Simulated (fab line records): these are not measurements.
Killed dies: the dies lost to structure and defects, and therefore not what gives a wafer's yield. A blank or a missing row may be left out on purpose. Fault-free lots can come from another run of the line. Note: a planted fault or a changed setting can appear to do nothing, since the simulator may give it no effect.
Chamber matching || flow nandHarc || NHARC_P_GATE_DEP_103 on pecvd-04: 3 sister chambers
The step deposits SiON, target thk 30 nm. 6 wafers are shown with their chamber, then 8 later ones without.

## WAFERS WITH THEIR CHAMBER
{"wafer": "L081.5", "chamber": 0, "heaterPowerW (W)": 775}
{"wafer": "L083.3", "chamber": 1, "heaterPowerW (W)": 726}
{"wafer": "L083.6", "chamber": 1, "heaterPowerW (W)": 742}
{"wafer": "L087.5", "chamber": 0, "heaterPowerW (W)": 687}
{"wafer": "L087.6", "chamber": 2, "heaterPowerW (W)": 817}
{"wafer": "L089.1", "chamber": 2, "heaterPowerW (W)": 845}

## WAFERS WHOSE CHAMBER IS MISSING
{"wafer": "L089.3", "heaterPowerW (W)": 754}
{"wafer": "L089.5", "heaterPowerW (W)": 763}
{"wafer": "L093.4", "heaterPowerW (W)": 771}
{"wafer": "L093.5", "heaterPowerW (W)": 724}
{"wafer": "L093.6", "heaterPowerW (W)": 848}
{"wafer": "L097.2", "heaterPowerW (W)": 634}
{"wafer": "L097.3", "heaterPowerW (W)": 851}
{"wafer": "L097.5", "heaterPowerW (W)": 735}

## CHAMBER TAKEN BY EACH
{"wafer": "L089.3", "from the rows above": "can't be placed: 1 or 0 or 2", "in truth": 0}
{"wafer": "L089.5", "from the rows above": "can't be placed: 1 or 0 or 2", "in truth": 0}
{"wafer": "L093.4", "from the rows above": "can't be placed: 1 or 0 or 2", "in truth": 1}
{"wafer": "L093.5", "from the rows above": "can't be placed: 0 or 1", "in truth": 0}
{"wafer": "L093.6", "from the rows above": 2, "in truth": 2}
{"wafer": "L097.2", "from the rows above": "can't be placed: 0 or 1", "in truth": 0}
{"wafer": "L097.3", "from the rows above": 2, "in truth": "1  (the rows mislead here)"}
{"wafer": "L097.5", "from the rows above": "can't be placed: 1 or 0", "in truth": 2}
Placed correctly: 1 of 8. Unplaceable from these rows: 6, with the true chamber sitting among the candidates in 5. Placed wrongly: 1.
How it was worked out, from the rows above alone: a wafer's distance from a chamber is the root of the sum, over the readings, of the square of ((its reading less the chamber's mean) divided by the reading's scatter). If the next closest chamber is less than 2 further off than the closest, the wafer can't be placed; otherwise it belongs to the closest. For every chamber, the mean is computed from those of its wafers that are shown. The scatter is the square root of a quotient: the sum, over the shown wafers, of each reading's squared deviation from its chamber's mean, divided by wafers minus chambers.
